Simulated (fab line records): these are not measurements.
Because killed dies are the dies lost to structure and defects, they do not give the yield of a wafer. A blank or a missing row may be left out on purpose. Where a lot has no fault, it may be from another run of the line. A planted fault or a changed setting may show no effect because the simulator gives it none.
Lot-split experiment    flow n5-finfet    on a route of 1938 steps: 7 lots, 21 wafers read

SPLIT DETAILS
At N5_DUMMY_GATE_COAT_09 (resist thk 30 nm), the setting spin-rpm was moved away from the recipe's 1500 rpm on 8 of the 21 wafers read, by +4.5% to +10.2%. All remaining wafers had this setting at the recipe value.

FROM THE SPLIT TO THE READING: what the file shows between them, 3 steps
- N5_DUMMY_GATE_EBR_11
- N5_DUMMY_GATE_SOFTBAKE_10: time 60 s
- N5_DUMMY_GATE_DESCUM_20: chemistry O2, time 6.2 s

THE READING
CAR-EUV_of_DUMMY_GATE_COAT_09.thk-nm (the simulator's own value, which no gauge read), in nm, at N5_DUMMY_GATE_ETCH_29 (etches underlayer in N2/H2, target depth 13 nm). There is no usual value for it anywhere in the file. The 13 wafers here that ran the recipe average 18.8 nm, standard deviation 0.19 nm.

wafer   tool, chamber at the split  spin-rpm as run, rpm  against the recipe  CAR-EUV_of_DUMMY_GATE_COAT_09.thk-nm, nm  against lot-mates on the recipe
L078.2  litho-track-05, 0           1500                  recipe              19                                        -
L078.3  litho-track-05, 0           1635                  +9.0%               18                                        -1.0
L078.4  litho-track-05, 0           1635                  +9.0%               17.6                                      -1.4
L083.4  litho-track-03, 0           1500                  recipe              18.4                                      -
L083.5  litho-track-03, 0           1500                  recipe              18.6                                      -
L083.6  litho-track-03, 0           1500                  recipe              19                                        -
L085.2  litho-track-03, 0           1500                  recipe              19                                        -
L085.3  litho-track-03, 0           1500                  recipe              18.6                                      -
L085.5  litho-track-03, 0           1500                  recipe              18.8                                      -
L088.1  litho-track-05, 0           1500                  recipe              18.8                                      -
L088.2  litho-track-05, 0           1567                  +4.5%               18                                        -0.8
L088.3  litho-track-05, 0           1567                  +4.5%               18.4                                      -0.4
L089.4  litho-track-03, 0           1653                  +10.2%              17.4                                      -1.4
L089.5  litho-track-03, 0           1500                  recipe              18.8                                      -
L089.6  litho-track-03, 0           1653                  +10.2%              17.6                                      -1.2
L092.2  litho-track-02, 0           1500                  recipe              18.6                                      -
L092.3  litho-track-02, 0           1623                  +8.2%               17.8                                      -0.8
L092.6  litho-track-02, 0           1623                  +8.2%               17.6                                      -1.0
L095.2  litho-track-02, 0           1500                  recipe              18.6                                      -
L095.5  litho-track-02, 0           1500                  recipe              18.6                                      -
L095.3  litho-track-02, 0           1500                  recipe              19                                        -

THE FIT
A straight line over all 21 wafers: CAR-EUV_of_DUMMY_GATE_COAT_09.thk-nm changes by -0.119 nm for each +1% of spin-rpm; r = -0.93; the points scatter about the line by 0.2 nm.
The same after taking each lot's own level away (the mean of its wafers on the recipe; 21 wafers): -0.125 nm for each +1%; r = -0.95; scatter 0.18 nm.
The reading moves by 1.3 nm for the largest change in spin-rpm, on that fit.
The span of the lots' own levels, 18.60 to 19.00 nm, comes to 2.1 times the standard deviation stated above.
The two slopes are in agreement: the lot-to-lot level therefore moves the slope only a little.
Check: for one of the wafers moved furthest among these (+10.2%), held out of the fit, the line's prediction against its lot-mates is -1.25 nm. It came out at -1.4 nm against them.

ADDITIONAL SPLITS CARRIED BY THESE WAFERS
Other splits were also applied to these wafers ahead of the reading. Each is held against what the fit with the lots' levels taken away leaves over:
other split on the same wafers         wafers away from the commonest value  r with CAR-EUV_of_DUMMY_GATE_COAT_09.thk-nm (lot level and that fit taken away)
N5_WELL_APT_EXPOSE_05 dose-mj          9                                     +0.05
N5_WELL_APT_DEVELOP_07 develop-time-s  7                                     +0.06
N5_WELL_APT_COAT_19 spin-rpm           6                                     +0.03
N5_WELL_APT_PEB_23 peb-temp-c          6                                     -0.18
N5_FIN_SAQP_EXPOSE_13 dose-mj          7                                     -0.25
N5_FIN_CUT_EXPOSE_05 dose-mj           3                                     +0.25
N5_DUMMY_GATE_CVD_03 temp-c            18                                    -0.16

THE WHOLE CHAIN: every reading that the file lists as answering this split, in the file's order
step                   what it does                                    reading                                                                                change (the file's fit)                r (the file's)
N5_DUMMY_GATE_COAT_09  resist thk 30 nm                                CAR-EUV_of_DUMMY_GATE_COAT_09.thk-nm (the simulator's own value, which no gauge read)  -0.136 nm for each +1% of the setting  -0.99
N5_DUMMY_GATE_ETCH_29  etches underlayer in N2/H2, target depth 13 nm  CAR-EUV_of_DUMMY_GATE_COAT_09.thk-nm (the simulator's own value, which no gauge read)  -0.125 nm for each +1% of the setting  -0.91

THE FILE'S OWN FIT
CAR-EUV_of_DUMMY_GATE_COAT_09.thk-nm changes by -0.125 nm for each +1% of spin-rpm, r = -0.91.
